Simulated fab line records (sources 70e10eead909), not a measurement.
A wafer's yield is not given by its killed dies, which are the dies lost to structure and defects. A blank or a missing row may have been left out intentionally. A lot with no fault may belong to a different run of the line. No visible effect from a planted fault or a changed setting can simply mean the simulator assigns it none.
Chamber matching -- flow nand_harc -- rie_diel-13 running NHARC_A_STAIRCASE_ETCH_313: 4 sister chambers
The step etches the open film in CF4/CHF3. 24 wafers are shown with their chamber, then 12 later ones without.

== EACH WAFER AND ITS CHAMBER ==
wafer,chamber,drypump_motor_current_A (A),showerhead_plenum_p_Torr (Torr),rf_vpp_V (V)
L075.3,2,5.1,1.63,373.2
L075.4,0,5.0,1.67,373.3
L075.6,2,5.1,1.63,371.4
L076.3,3,6.4,1.50,367.9
L076.4,2,5.1,1.63,372.9
L076.6,3,6.4,1.50,368.7
L077.2,3,6.4,1.50,368.6
L077.3,2,5.1,1.63,372.0
L077.5,2,5.1,1.63,372.2
L083.1,1,5.3,1.59,371.1
L083.5,1,5.3,1.59,372.3
L083.6,0,5.0,1.66,372.3
L086.1,3,6.4,1.49,367.6
L086.3,0,5.0,1.66,373.6
L086.4,1,5.3,1.59,372.6
L087.2,2,5.1,1.62,372.7
L087.4,3,6.4,1.49,367.1
L087.6,0,5.0,1.66,374.2
L088.1,0,5.1,1.66,373.6
L088.2,3,6.4,1.49,368.5
L088.5,2,5.1,1.62,372.7
L090.1,2,5.1,1.61,371.5
L090.4,1,5.4,1.59,370.9
L090.5,2,5.1,1.61,372.1

SIGNATURES (averages over the wafers above)
reading,chamber 0,chamber 1,chamber 2,chamber 3,scatter within a chamber
drypump_motor_current_A,5.020,5.325,5.100,6.400,0.0278
showerhead_plenum_p_Torr,1.6620,1.5900,1.6233,1.4950,0.00644
rf_vpp_V,373.400,371.725,372.300,368.067,0.68
Rule: distance of a wafer from a chamber = root of the sum over the readings of ((wafer's reading minus chamber's mean) / reading's scatter) squared. If the next closest chamber is less than 2 further off than the closest, the wafer can't be placed; otherwise it belongs to the closest. The scatter: the root of (the sum of the squares of (reading less its chamber's mean) over the shown wafers, divided by (wafers less chambers)).

== WAFERS WHOSE CHAMBER IS MISSING ==
wafer,drypump_motor_current_A (A),showerhead_plenum_p_Torr (Torr),rf_vpp_V (V)
L093.2,5.4,1.59,371.4
L093.3,6.4,1.48,368.4
L093.6,5.1,1.61,372.9
L091.1,5.1,1.65,373.6
L091.4,6.4,1.48,368.5
L091.5,6.4,1.48,366.6
L094.4,5.3,1.58,371.2
L094.5,5.1,1.61,370.8
L094.6,6.4,1.48,366.3
L096.3,5.3,1.58,369.6
L096.4,5.0,1.65,371.8
L096.5,5.1,1.61,371.8

== WHICH CHAMBER EACH ONE RAN IN ==
wafer,from the rows above,in truth
L093.2,1,1
L093.3,3,3
L093.6,2,2
L091.1,can't be placed: 0 or 2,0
L091.4,3,3
L091.5,3,3
L094.4,1,1
L094.5,2,2
L094.6,3,3
L096.3,1,1
L096.4,0,0
L096.5,2,2
Placed correctly: 11 of 12. Unplaceable from these rows: 1, with the true chamber sitting among the candidates in 1. Number placed wrongly: 0.
